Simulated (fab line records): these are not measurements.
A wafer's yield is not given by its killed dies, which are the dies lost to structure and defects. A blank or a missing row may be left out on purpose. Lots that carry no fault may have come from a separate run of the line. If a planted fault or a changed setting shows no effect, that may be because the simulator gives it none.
The tool behind it: which one? || flow nand-harc || 13 lots, 39 wafers sampled, at 5 steps of a route of 1302

== WHAT EACH GAUGE READ, for each wafer ==
NHARC_END_SORT_01.
{"lot": "L241", "measured": "day 30 07:24", "on": "prober-01", "killed-at-array": 63, "killed-at-other": 0, "killed-at-periphery": 7, "killed-dies": 70, "killed-open": 2, "killed-short": 1}
{"lot": "L245", "measured": "day 32 15:17", "on": "prober-02", "killed-at-array": "50 52 48", "killed-at-other": "1 1 4", "killed-at-periphery": "4 3 3", "killed-dies": "55 56 55", "killed-open": "2 6 4", "killed-short": "2 6 1"}

== WHICH TOOL RAN EACH LOT (tool, then ch and the chambers of the sampled wafers, then the start) ==
{"lot": "L231", "NHARC_A_WL_FILL_ALD_00": "ald-hk-03 ch 0,3, day 20 04:37", "NHARC_A_WL_FILL_ETCHBACK_17": "rie-metal-01 ch 0,1, day 20 19:19", "NHARC_A_WL_FILL_CVD_23": "lpcvd-poly-02 ch 0, day 20 21:56", "NHARC_A_WL_FILL_CVD_20": "cvd-w-02 ch 0,1, no start"}
{"lot": "L233", "NHARC_A_WL_FILL_ALD_00": "ald-hk-03 ch 0,1,3, day 21 12:15", "NHARC_A_WL_FILL_ETCHBACK_17": "rie-metal-02 ch 0,1, day 22 06:32", "NHARC_A_WL_FILL_CVD_23": "lpcvd-poly-03 ch 0, day 22 09:04", "NHARC_A_WL_FILL_CVD_20": "cvd-w-02 ch 0, no start"}
{"lot": "L235", "NHARC_A_WL_FILL_ALD_00": "ald-hk-03 ch 0,1,2, day 21 16:56", "NHARC_A_WL_FILL_ETCHBACK_17": "rie-metal-03 ch 0,1, day 22 09:38", "NHARC_A_WL_FILL_CVD_23": "lpcvd-poly-03 ch 0, day 22 12:10", "NHARC_A_WL_FILL_CVD_20": "cvd-w-02 ch 0,1, no start"}
{"lot": "L236", "NHARC_A_WL_FILL_ALD_00": "ald-hk-03 ch 0,1,2, day 22 05:50", "NHARC_A_WL_FILL_ETCHBACK_17": "rie-metal-01 ch 0,1, day 22 22:48", "NHARC_A_WL_FILL_CVD_23": "lpcvd-poly-03 ch 0, day 23 01:22", "NHARC_A_WL_FILL_CVD_20": "cvd-w-02 ch 0, no start"}
{"lot": "L238", "NHARC_A_WL_FILL_ALD_00": "ald-hk-04 ch 1,2,3, day 23 06:09", "NHARC_A_WL_FILL_ETCHBACK_17": "rie-metal-01 ch 0,1, day 23 22:08", "NHARC_A_WL_FILL_CVD_23": "lpcvd-poly-01 ch 0, day 24 00:46", "NHARC_A_WL_FILL_CVD_20": "cvd-w-02 ch 0,1, no start"}
{"lot": "L237", "NHARC_A_WL_FILL_ALD_00": "ald-hk-02 ch 0,1,2, day 23 14:21", "NHARC_A_WL_FILL_ETCHBACK_17": "rie-metal-01 ch 0,1, day 24 01:41", "NHARC_A_WL_FILL_CVD_23": "lpcvd-poly-03 ch 0, day 24 04:16", "NHARC_A_WL_FILL_CVD_20": "cvd-w-02 ch 1, no start"}
{"lot": "L240", "NHARC_A_WL_FILL_ALD_00": "ald-hk-04 ch 0,2,3, day 23 23:20", "NHARC_A_WL_FILL_ETCHBACK_17": "rie-metal-01 ch 1, day 24 11:23", "NHARC_A_WL_FILL_CVD_23": "lpcvd-poly-03 ch 0, day 24 16:52", "NHARC_A_WL_FILL_CVD_20": "cvd-w-02 ch 0,1, no start"}
{"lot": "L244", "NHARC_A_WL_FILL_ALD_00": "ald-hk-02 ch 0,3, day 25 19:56", "NHARC_A_WL_FILL_ETCHBACK_17": "rie-metal-01 ch 0,1, day 26 10:05", "NHARC_A_WL_FILL_CVD_23": "lpcvd-poly-02 ch 0, day 26 12:25", "NHARC_A_WL_FILL_CVD_20": "cvd-w-01 ch 0,1, no start"}
{"lot": "L241", "NHARC_A_WL_FILL_ALD_00": "ald-hk-03 ch 0,3, day 25 23:38", "NHARC_A_WL_FILL_ETCHBACK_17": "rie-metal-02 ch 0, day 26 09:48", "NHARC_A_WL_FILL_CVD_23": "lpcvd-poly-02 ch 0, day 26 12:25", "NHARC_A_WL_FILL_CVD_20": "cvd-w-01 ch 0,1, day 30 07:24 or earlier"}
{"lot": "L245", "NHARC_A_WL_FILL_ALD_00": "ald-hk-02 ch 1,2,3, day 26 14:53", "NHARC_A_WL_FILL_ETCHBACK_17": "rie-metal-03 ch 0,1, day 27 08:14", "NHARC_A_WL_FILL_CVD_23": "lpcvd-poly-03 ch 0, day 28 14:56", "NHARC_A_WL_FILL_CVD_20": "cvd-w-01 ch 0,1, day 32 15:17 or earlier"}
{"lot": "L247", "NHARC_A_WL_FILL_ALD_00": "ald-hk-03 ch 0,3, day 26 14:54", "NHARC_A_WL_FILL_ETCHBACK_17": "rie-metal-03 ch 0,1, day 27 06:23", "NHARC_A_WL_FILL_CVD_23": "lpcvd-poly-03 ch 0, day 27 08:56", "NHARC_A_WL_FILL_CVD_20": "cvd-w-01 ch 0,1, no start"}
{"lot": "L250", "NHARC_A_WL_FILL_ALD_00": "ald-hk-02 ch 0,1,2, day 28 22:20", "NHARC_A_WL_FILL_ETCHBACK_17": "rie-metal-03 ch 0,1, day 29 10:10", "NHARC_A_WL_FILL_CVD_23": "lpcvd-poly-03 ch 0, day 29 12:41", "NHARC_A_WL_FILL_CVD_20": "cvd-w-02 ch 0,1, no start"}
{"lot": "L253", "NHARC_A_WL_FILL_ALD_00": "ald-hk-04 ch 1,2,3, day 29 16:08", "NHARC_A_WL_FILL_ETCHBACK_17": "rie-metal-01 ch 0,1, day 30 04:48", "NHARC_A_WL_FILL_CVD_23": "lpcvd-poly-01 ch 0, day 30 08:24", "NHARC_A_WL_FILL_CVD_20": "cvd-w-01 ch 0,1, no start"}
- NHARC_A_WL_FILL_ALD_00: deposits Al2O3, target thk 3 nm, pulse time 3 s, ald cycles 30.
- NHARC_A_WL_FILL_ETCHBACK_17: etches the open film in Cl2/BCl3, target depth 4 nm, time 26.7 s.
- NHARC_A_WL_FILL_CVD_23: deposits poly-Si, target thk 40 nm, time 800 s.
- NHARC_A_WL_FILL_CVD_20: deposits W, target thk 100 nm, time 74 s.

== AS READ BY THE TOOLS THEMSELVES (means over the sampled wafers that have a number; for cases with no such wafer, the mark the record gives instead) ==
NHARC_A_WL_FILL_ALD_00.
{"lot": "L231", "tool": "ald-hk-03", "heater-power-w (W)": 400, "precursor-pulse-height-rel": 0.996}
{"lot": "L233", "tool": "ald-hk-03", "heater-power-w (W)": 442, "precursor-pulse-height-rel": 1.000}
{"lot": "L235", "tool": "ald-hk-03", "heater-power-w (W)": 467, "precursor-pulse-height-rel": 0.992}
{"lot": "L236", "tool": "ald-hk-03", "heater-power-w (W)": 465, "precursor-pulse-height-rel": 1.012}
{"lot": "L238", "tool": "ald-hk-04", "heater-power-w (W)": 460, "precursor-pulse-height-rel": 1.004}
{"lot": "L237", "tool": "ald-hk-02", "heater-power-w (W)": 482, "precursor-pulse-height-rel": 1.006}
{"lot": "L240", "tool": "ald-hk-04", "heater-power-w (W)": 456, "precursor-pulse-height-rel": 1.011}
{"lot": "L244", "tool": "ald-hk-02", "heater-power-w (W)": 538, "precursor-pulse-height-rel": 1.012}
{"lot": "L241", "tool": "ald-hk-03", "heater-power-w (W)": 429, "precursor-pulse-height-rel": 1.004}
{"lot": "L245", "tool": "ald-hk-02", "heater-power-w (W)": 480, "precursor-pulse-height-rel": 0.978}
{"lot": "L247", "tool": "ald-hk-03", "heater-power-w (W)": 395, "precursor-pulse-height-rel": 1.014}
{"lot": "L250", "tool": "ald-hk-02", "heater-power-w (W)": 480, "precursor-pulse-height-rel": 0.988}
{"lot": "L253", "tool": "ald-hk-04", "heater-power-w (W)": 451, "precursor-pulse-height-rel": 1.012}

NHARC_A_WL_FILL_ETCHBACK_17.
{"lot": "L231", "tool": "rie-metal-01", "drypump-motor-current-A (A)": 5.5, "oes-product-au (a.u.)": 1.010}
{"lot": "L233", "tool": "rie-metal-02", "drypump-motor-current-A (A)": 5.8, "oes-product-au (a.u.)": 1.006}
{"lot": "L235", "tool": "rie-metal-03", "drypump-motor-current-A (A)": 4.9, "oes-product-au (a.u.)": 1.002}
{"lot": "L236", "tool": "rie-metal-01", "drypump-motor-current-A (A)": 5.5, "oes-product-au (a.u.)": 1.006}
{"lot": "L238", "tool": "rie-metal-01", "drypump-motor-current-A (A)": 5.5, "oes-product-au (a.u.)": 1.001}
{"lot": "L237", "tool": "rie-metal-01", "drypump-motor-current-A (A)": 5.4, "oes-product-au (a.u.)": 1.005}
{"lot": "L240", "tool": "rie-metal-01", "drypump-motor-current-A (A)": 5.2, "oes-product-au (a.u.)": 0.997}
{"lot": "L244", "tool": "rie-metal-01", "drypump-motor-current-A (A)": 5.4, "oes-product-au (a.u.)": 1.002}
{"lot": "L241", "tool": "rie-metal-02", "drypump-motor-current-A (A)": 5.3, "oes-product-au (a.u.)": 1.008}
{"lot": "L245", "tool": "rie-metal-03", "drypump-motor-current-A (A)": 5.1, "oes-product-au (a.u.)": 1.002}
{"lot": "L247", "tool": "rie-metal-03", "drypump-motor-current-A (A)": 5.1, "oes-product-au (a.u.)": 0.997}
{"lot": "L250", "tool": "rie-metal-03", "drypump-motor-current-A (A)": 5.1, "oes-product-au (a.u.)": 0.998}
{"lot": "L253", "tool": "rie-metal-01", "drypump-motor-current-A (A)": 5.7, "oes-product-au (a.u.)": 1.007}

NHARC_A_WL_FILL_CVD_23.
{"lot": "L231", "tool": "lpcvd-poly-02", "spike-tc-lower-C (C)": 622.8, "tube-center-temp-C (C)": 620}
{"lot": "L233", "tool": "lpcvd-poly-03", "spike-tc-lower-C (C)": 618.8, "tube-center-temp-C (C)": 620}
{"lot": "L235", "tool": "lpcvd-poly-03", "spike-tc-lower-C (C)": 618.9, "tube-center-temp-C (C)": 620}
{"lot": "L236", "tool": "lpcvd-poly-03", "spike-tc-lower-C (C)": 618.9, "tube-center-temp-C (C)": 620}
{"lot": "L238", "tool": "lpcvd-poly-01", "spike-tc-lower-C (C)": 620.1, "tube-center-temp-C (C)": 620}
{"lot": "L237", "tool": "lpcvd-poly-03", "spike-tc-lower-C (C)": 618.5, "tube-center-temp-C (C)": 620}
{"lot": "L240", "tool": "lpcvd-poly-03", "spike-tc-lower-C (C)": 620.3, "tube-center-temp-C (C)": 620}
{"lot": "L244", "tool": "lpcvd-poly-02", "spike-tc-lower-C (C)": 622.0, "tube-center-temp-C (C)": 620}
{"lot": "L241", "tool": "lpcvd-poly-02", "spike-tc-lower-C (C)": 622.2, "tube-center-temp-C (C)": 620}
{"lot": "L245", "tool": "lpcvd-poly-03", "spike-tc-lower-C (C)": 619.3, "tube-center-temp-C (C)": 620}
{"lot": "L247", "tool": "lpcvd-poly-03", "spike-tc-lower-C (C)": 618.2, "tube-center-temp-C (C)": 620}
{"lot": "L250", "tool": "lpcvd-poly-03", "spike-tc-lower-C (C)": 618.1, "tube-center-temp-C (C)": 620}
{"lot": "L253", "tool": "lpcvd-poly-01", "spike-tc-lower-C (C)": 619.6, "tube-center-temp-C (C)": 620}

NHARC_A_WL_FILL_CVD_20.
{"lot": "L231", "tool": "cvd-w-02", "heater-power-w (W)": 853, "mfc-h2-sccm (sccm)": 1597, "mfc-wf6-sccm (sccm)": 39.93, "throttle-valve-pct (%)": 7.64}
{"lot": "L233", "tool": "cvd-w-02", "heater-power-w (W)": 897, "mfc-h2-sccm (sccm)": 1594, "mfc-wf6-sccm (sccm)": 39.97, "throttle-valve-pct (%)": 7.59}
{"lot": "L235", "tool": "cvd-w-02", "heater-power-w (W)": 830, "mfc-h2-sccm (sccm)": 1599, "mfc-wf6-sccm (sccm)": 40.03, "throttle-valve-pct (%)": 7.66}
{"lot": "L236", "tool": "cvd-w-02", "heater-power-w (W)": 905, "mfc-h2-sccm (sccm)": 1601, "mfc-wf6-sccm (sccm)": 40.03, "throttle-valve-pct (%)": 7.58}
{"lot": "L238", "tool": "cvd-w-02", "heater-power-w (W)": 871, "mfc-h2-sccm (sccm)": 1598, "mfc-wf6-sccm (sccm)": 40.13, "throttle-valve-pct (%)": 7.70}
{"lot": "L237", "tool": "cvd-w-02", "heater-power-w (W)": 795, "mfc-h2-sccm (sccm)": 1600, "mfc-wf6-sccm (sccm)": 39.90, "throttle-valve-pct (%)": 7.84}
{"lot": "L240", "tool": "cvd-w-02", "heater-power-w (W)": 824, "mfc-h2-sccm (sccm)": 1592, "mfc-wf6-sccm (sccm)": 40.07, "throttle-valve-pct (%)": 7.69}
{"lot": "L244", "tool": "cvd-w-01", "heater-power-w (W)": 793, "mfc-h2-sccm (sccm)": 1606, "mfc-wf6-sccm (sccm)": 40.06, "throttle-valve-pct (%)": 8.00}
{"lot": "L241", "tool": "cvd-w-01", "heater-power-w (W)": 790, "mfc-h2-sccm (sccm)": 1598, "mfc-wf6-sccm (sccm)": 39.91, "throttle-valve-pct (%)": 7.79}
{"lot": "L245", "tool": "cvd-w-01", "heater-power-w (W)": 776, "mfc-h2-sccm (sccm)": 1599, "mfc-wf6-sccm (sccm)": 39.94, "throttle-valve-pct (%)": 8.00}
{"lot": "L247", "tool": "cvd-w-01", "heater-power-w (W)": 784, "mfc-h2-sccm (sccm)": 1597, "mfc-wf6-sccm (sccm)": 39.87, "throttle-valve-pct (%)": 7.76}
{"lot": "L250", "tool": "cvd-w-02", "heater-power-w (W)": 842, "mfc-h2-sccm (sccm)": 1600, "mfc-wf6-sccm (sccm)": 39.96, "throttle-valve-pct (%)": 7.69}
{"lot": "L253", "tool": "cvd-w-01", "heater-power-w (W)": 791, "mfc-h2-sccm (sccm)": 1597, "mfc-wf6-sccm (sccm)": 40.04, "throttle-valve-pct (%)": 8.03}

== THE ANSWER, worked out from the rows above alone ==
Rule: the usual values come from the lots themselves. The widest of any qualifying gaps counts: lots, ordered by their means at a reading, are off when they make up no more than a third of the lots, leave a main group of 4 or more, and stand apart from it by 3 or more times the standard deviation of that group's means. Not used: any main group whose means are identical at the precision the tables above print for the reading. Also off: a lot with no number at a reading for which 4 or more lots have one. Any other lot the step has rows for is counted as sound. After the gauges, taken in route order, come the tools' own readings; for these a lot's mean is taken, as printed above. At the first step where some lot is off, the reading lying furthest off is the one used; lots without a number count as furthest.
Across all readings shown, no lot is off: no conclusion can be drawn from this.

== WHAT THE SIMULATOR HAD INSERTED ==
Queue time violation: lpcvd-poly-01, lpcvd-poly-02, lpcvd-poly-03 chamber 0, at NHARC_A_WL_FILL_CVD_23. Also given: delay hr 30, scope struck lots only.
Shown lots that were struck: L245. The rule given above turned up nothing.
